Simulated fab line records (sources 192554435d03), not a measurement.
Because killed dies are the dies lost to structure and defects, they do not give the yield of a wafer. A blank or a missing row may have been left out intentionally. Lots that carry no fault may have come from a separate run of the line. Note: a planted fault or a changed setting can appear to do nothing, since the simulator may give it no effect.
Matching of chambers + flow n5Finfet + 4 sister chambers for N5_FIN_CUT_DESCUM_13 on rieDiel-03
The step chemistry O2, time 7 s. 8 wafers are shown with their chamber, then 11 later ones without.

== WAFERS PAIRED WITH THEIR CHAMBERS ==
| wafer  | chamber | drypumpMotorCurrentA (A) | throttleValvePct (%) |
|--------|---------|--------------------------|----------------------|
| L085.3 | 0       | 6.2                      | 20.47                |
| L085.5 | 1       | 5.1                      | 20.19                |
| L087.2 | 0       | 6.3                      | 20.48                |
| L087.4 | 3       | 5.4                      | 20.61                |
| L088.2 | 2       | 5.8                      | 20.12                |
| L088.3 | 1       | 5.1                      | 20.18                |
| L088.5 | 2       | 5.8                      | 20.11                |
| L092.2 | 3       | 5.4                      | 20.61                |

== WAFERS WITHOUT THEIR CHAMBER ==
| wafer  | drypumpMotorCurrentA (A) | throttleValvePct (%) |
|--------|--------------------------|----------------------|
| L092.5 | 5.1                      | 20.21                |
| L092.6 | 5.7                      | 20.13                |
| L093.1 | 6.3                      | 20.12                |
| L093.3 | 5.1                      | 20.22                |
| L093.6 | 5.4                      | 20.60                |
| L095.2 | 6.3                      | 20.13                |
| L095.3 | 5.1                      | 20.22                |
| L095.6 | 5.7                      | 20.12                |
| L097.1 | 5.1                      | 20.22                |
| L097.3 | 5.4                      | 20.61                |
| L097.6 | 5.8                      | 20.13                |

== WHICH CHAMBER EACH ONE RAN IN ==
| wafer  | from the rows above | in truth                   |
|--------|---------------------|----------------------------|
| L092.5 | 1                   | 1                          |
| L092.6 | 2                   | 2                          |
| L093.1 | 2                   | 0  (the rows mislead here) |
| L093.3 | 1                   | 1                          |
| L093.6 | 3                   | 3                          |
| L095.2 | 2                   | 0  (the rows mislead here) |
| L095.3 | 1                   | 1                          |
| L095.6 | 2                   | 2                          |
| L097.1 | 1                   | 1                          |
| L097.3 | 3                   | 3                          |
| L097.6 | 2                   | 2                          |
Correctly placed: 9 of 11. From these rows, 0 cannot be placed. Placed wrongly: 2.
How it was worked out, from the rows above alone: a wafer's distance from a chamber is the root of the sum, over the readings, of the square of ((its reading less the chamber's mean) divided by the reading's scatter). The wafer belongs to the nearest chamber; if the next one is less than 2 further off, it can't be placed. For every chamber, the mean is computed from those of its wafers that are shown. How the scatter is found: for the shown wafers, subtract from each reading the mean of its chamber, square and add these, divide the total by (wafers less chambers), then take the root.
